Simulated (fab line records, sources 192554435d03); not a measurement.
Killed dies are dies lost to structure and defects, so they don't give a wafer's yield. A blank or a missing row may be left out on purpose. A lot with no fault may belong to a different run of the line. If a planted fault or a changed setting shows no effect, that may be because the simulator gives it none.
Chamber matching	flow n5_finfet	pecvd-04 running N5_BEOL_M4_ILD_DEP_00: 3 sister chambers
The step deposits SiOC from DEMS/O2, target thk 79 nm, time 15.3 s. 22 wafers are shown with their chamber, then 11 later ones without.

== EACH WAFER AND ITS CHAMBER ==
wafer	chamber	showerhead_plenum_p_Torr (Torr)	heater_power_w (W)	rf_fwd_power_W (W)
L074.3	0	5.718	551	489.3
L074.4	2	5.691	578	493.8
L074.5	0	5.710	566	490.5
L075.1	2	5.693	566	492.0
L075.3	0	5.708	585	488.7
L075.6	2	5.693	567	493.5
L079.1	0	5.714	559	490.8
L079.4	0	5.720	562	492.3
L079.6	2	5.706	565	496.3
L081.1	1	5.684	697	490.6
L081.2	0	5.711	568	491.9
L081.5	1	5.688	690	489.1
L082.1	1	5.683	666	490.3
L082.5	1	5.681	667	492.8
L082.6	0	5.710	645	491.8
L085.2	1	5.682	684	491.7
L085.4	2	5.703	582	493.8
L085.6	1	5.680	685	489.6
L086.1	2	5.703	573	495.6
L086.2	0	5.714	647	490.6
L086.3	1	5.668	628	488.5
L088.1	2	5.688	600	496.3

SIGNATURES (averages over the wafers above)
reading	chamber 0	chamber 1	chamber 2	scatter within a chamber
showerhead_plenum_p_Torr	5.71312	5.68086	5.69671	0.00588
heater_power_w	585.38	673.86	575.86	27.7
rf_fwd_power_W	490.738	490.371	494.471	1.46
Rule: for each reading, subtract the chamber's mean from the wafer's reading, divide by that reading's scatter and square the result; add these up over the readings and take the root, which gives the wafer's distance from the chamber. The wafer belongs to the nearest chamber; if the next one is less than 2 further off, it can't be placed. The scatter is the square root of a quotient: the sum, over the shown wafers, of each reading's squared deviation from its chamber's mean, divided by wafers minus chambers.

== WAFERS WITH NO CHAMBER GIVEN ==
wafer	showerhead_plenum_p_Torr (Torr)	heater_power_w (W)	rf_fwd_power_W (W)
L088.4	5.675	608	491.6
L088.6	5.696	592	495.1
L094.1	5.713	525	488.2
L094.3	5.672	646	490.2
L094.4	5.719	548	486.0
L096.3	5.683	653	489.1
L096.4	5.691	667	492.7
L096.5	5.712	525	490.1
L097.2	5.683	533	495.8
L097.3	5.704	573	487.6
L097.4	5.669	613	490.3

== THE CHAMBER EACH PASSED THROUGH ==
wafer	from the rows above	in truth
L088.4	can't be placed: 1 or 2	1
L088.6	2	2
L094.1	0	0
L094.3	1	1
L094.4	0	0
L096.3	1	1
L096.4	can't be placed: 1 or 2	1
L096.5	0	0
L097.2	2	2
L097.3	0	0
L097.4	1	1
Correctly placed: 9 of 11. Unplaceable from these rows: 2, with the true chamber sitting among the candidates in 2. 0 placed wrongly.
